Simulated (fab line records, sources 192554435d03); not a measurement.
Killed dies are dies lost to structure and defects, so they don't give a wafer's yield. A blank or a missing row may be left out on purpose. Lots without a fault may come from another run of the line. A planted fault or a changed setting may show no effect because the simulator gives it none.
A struck lot beside a sound one | flow n5_finfet | 37 steps out of a route of 1938
Sound: wafers L449.3, L449.4, L449.6. Struck: wafer L455.6. (L455.1, L455.4 of the same lot were not struck and are left out.) The cause comes at the end.
At each step with rows: each side's tool, then ch and its chambers, then its first start. Under that, the readings that differ: sound wafers | struck wafers | difference of the means | sigmas: that difference in standard deviations of wafers without a fault.
alike: readings whose means differ by less than 2 such deviations, and words and numbers that are the same on both sides. not compared: withheld readings, readings that some wafer has no value for, bounds like >300 that may hide the same value, and numbers for which the record gives no deviation and whose values overlap.
The two part at a step that has a row with sigmas, a row that says differs or no value, or rows on one side only. Numbers that don't overlap but have no deviation are shown without sigmas and don't part them. A reading that every wafer of one side lacks parts them only if that side has two wafers or more.

first, 9 steps without rows for these wafers: N5_MOL_CONTACT_COAG_COAT_76 (time 60 s, resist thk 10 nm); N5_MOL_CONTACT_COAG_COAT_77 (time 60 s, resist thk 10 nm); N5_MOL_CONTACT_COAG_COAT_78 (resist thk 40 nm); N5_MOL_CONTACT_COAG_EBR_80; N5_MOL_CONTACT_COAG_SOFTBAKE_79 (time 60 s); N5_MOL_CONTACT_COAG_EXPOSE_81 (exposes mask VG, defocus 0 nm); N5_MOL_CONTACT_COAG_PEB_82 (peb time 60 s); N5_MOL_CONTACT_COAG_DEVELOP_83 (develop time 30 s); N5_MOL_CONTACT_COAG_DESCUM_88 (chemistry O2, time 7 s).
N5_MOL_CONTACT_COAG_ETCH_89: etches underlayer in N2/H2, target depth 13 nm, time 10.4 s.
  sound on rie_diel-02 ch 1,2, day 5 15:59; struck on rie_diel-02 ch 1, day 7 03:16
  alike: drypump_motor_current_A, etch_rf_on_time_s, oes_product_au, rf_fwd_power_W, rf_vpp_V, showerhead_plenum_p_Torr, throttle_valve_pct
  not compared: rf_hours_counter_h
then, 23 steps without rows for these wafers: N5_MOL_CONTACT_COAG_ETCH_90 (etches SiARC in CF4, target depth 13 nm, time 21.7 s); N5_MOL_CONTACT_COAG_ALD_131 (deposits SiO2, target thk 5 nm, pulse time 1 s, co reactant pulse time 1 s); N5_MOL_CONTACT_COAG_ETCHBACK_132 (etches SiO2 in CHF3, target depth 10 nm, time 6.7 s); N5_MOL_CONTACT_COAG_ETCH_91 (etches SOC in N2/H2, target depth 60 nm, overetch 21 nm, time 101.2 s); N5_MOL_CONTACT_COAG_STRIP_92 (strips in N2/H2); N5_MOL_CONTACT_COAG_STRIP_93 (strips in N2/H2); N5_MOL_CONTACT_COAG_ETCHBACK_135 (etches SiO2 in CHF3, target depth 25 nm, time 16.7 s); N5_MOL_CONTACT_COAG_STRIP_118 (strips in CHF3); N5_MOL_CONTACT_COAG_VIA_ETCH_46 (etches SiO2 in C4F6/O2, target depth 46 nm, overetch 9.2 nm, time 40 s); N5_MOL_CONTACT_COAG_STRIP_96 (strips in N2/H2); N5_MOL_CONTACT_COAG_ETCH_47 (etches SiNx in CH3F/O2, stops on W, target depth 27 nm); N5_MOL_CONTACT_COAG_STRIP_119 (strips in N2/H2, time 30 s); N5_MOL_CONTACT_COAG_PRECLEAN_144 (cleans in alkaline clean, time 60 s); N5_MOL_CONTACT_COAG_SRD_145 (time 30 s); N5_MOL_CONTACT_COAG_COAT_62 (time 60 s, resist thk 60 nm); N5_MOL_CONTACT_COAG_COAT_63 (time 60 s, resist thk 10 nm); N5_MOL_CONTACT_COAG_COAT_64 (time 60 s, resist thk 10 nm); N5_MOL_CONTACT_COAG_COAT_34 (resist thk 40 nm); N5_MOL_CONTACT_COAG_EBR_36; N5_MOL_CONTACT_COAG_SOFTBAKE_35 (time 60 s); N5_MOL_CONTACT_COAG_EXPOSE_37 (exposes mask VD, defocus 0 nm); N5_MOL_CONTACT_COAG_PEB_38 (peb time 60 s); N5_MOL_CONTACT_COAG_DEVELOP_39 (develop time 30 s).
N5_MOL_CONTACT_COAG_INSPECT_42: inspects for defects (brightfield).
  sound on defect_inspect-02, day 5 17:25; struck on defect_inspect-01, day 7 04:27
  reading          | sound       | struck | difference | sigmas
  raw_defect_count | 130 181 177 | 467    | +304       | +5
then, 1 step without rows for these wafers: N5_MOL_CONTACT_COAG_DESCUM_45 (chemistry O2, time 7 s).
-- the record jumps here: 4 days lie between the struck wafers' starts before and after (it left off in module MOL_CONTACT_COAG and takes up again in module BEOL_M4, whose first step shown is number 1111 of the route) --
N5_BEOL_M4_RC_MEAS_101:
  sound on prober-02 ch 0, day 9 04:18; struck on prober-02 ch 0, day 10 17:37
  alike: DIBL_N, DIBL_P, IOFF_N, IOFF_P, ION_N, ION_P, SS_N, SS_P, VT_N, VT_P
-- the record jumps here: 4 days lie between the struck wafers' starts before and after (it left off in module BEOL_M4 and takes up again in module PASSIVATION, whose first step shown is number 1936 of the route) --
N5_PASSIVATION_PROBE_49:
  the record has rows for the struck wafers here (prober-01, day 15 05:20) and none for the sound ones

WHERE THEY PART
First at N5_MOL_CONTACT_COAG_INSPECT_42; last, within this record, at N5_PASSIVATION_PROBE_49.

WHY: what the simulator had put in
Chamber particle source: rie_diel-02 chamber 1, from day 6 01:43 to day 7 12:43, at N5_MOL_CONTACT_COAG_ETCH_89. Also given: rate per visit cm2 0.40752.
